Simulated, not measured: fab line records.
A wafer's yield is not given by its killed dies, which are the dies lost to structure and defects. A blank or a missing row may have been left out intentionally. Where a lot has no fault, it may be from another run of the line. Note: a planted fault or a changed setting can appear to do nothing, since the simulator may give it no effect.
Matching of chambers :: flow nandHarc :: 3 sister chambers for NHARC_A_CONTACT_DEP_58 on pecvd-04
The step deposits SiON, target thk 90 nm. 6 wafers are shown with their chamber, then 7 later ones without.

WAFERS WITH THEIR CHAMBER
wafer: L080.5
chamber: 1
heaterPowerW (W): 466
susceptorTempC (C): 399.85

wafer: L085.3
chamber: 0
heaterPowerW (W): 764
susceptorTempC (C): 400.34

wafer: L085.5
chamber: 2
heaterPowerW (W): 803
susceptorTempC (C): 399.62

wafer: L085.6
chamber: 1
heaterPowerW (W): 559
susceptorTempC (C): 399.89

wafer: L091.2
chamber: 0
heaterPowerW (W): 750
susceptorTempC (C): 400.00

wafer: L091.3
chamber: 2
heaterPowerW (W): 744
susceptorTempC (C): 400.02

WAFERS WITHOUT THEIR CHAMBER
wafer: L091.5
heaterPowerW (W): 527
susceptorTempC (C): 399.89

wafer: L089.4
heaterPowerW (W): 675
susceptorTempC (C): 399.82

wafer: L089.5
heaterPowerW (W): 506
susceptorTempC (C): 399.91

wafer: L089.6
heaterPowerW (W): 711
susceptorTempC (C): 399.82

wafer: L092.3
heaterPowerW (W): 537
susceptorTempC (C): 400.18

wafer: L092.5
heaterPowerW (W): 693
susceptorTempC (C): 399.77

wafer: L092.6
heaterPowerW (W): 536
susceptorTempC (C): 399.41

WHICH CHAMBER EACH ONE RAN IN
wafer: L091.5
from the rows above: 1
in truth: 1

wafer: L089.4
from the rows above: can't be placed: 2 or 0 or 1
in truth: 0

wafer: L089.5
from the rows above: 1
in truth: 1

wafer: L089.6
from the rows above: can't be placed: 2 or 0
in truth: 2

wafer: L092.3
from the rows above: 1
in truth: 1

wafer: L092.5
from the rows above: can't be placed: 2 or 0
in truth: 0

wafer: L092.6
from the rows above: 1
in truth: 1
Correct placement for 4 of the 7. These rows do not allow placing 3 (true chamber among the candidates in 3). 0 placed wrongly.
How it was worked out, from the rows above alone: a wafer's distance from a chamber is the root of the sum, over the readings, of the square of ((its reading less the chamber's mean) divided by the reading's scatter). If the next closest chamber is less than 2 further off than the closest, the wafer can't be placed; otherwise it belongs to the closest. Each chamber's mean is taken over the wafers shown for it. How the scatter is found: for the shown wafers, subtract from each reading the mean of its chamber, square and add these, divide the total by (wafers less chambers), then take the root.
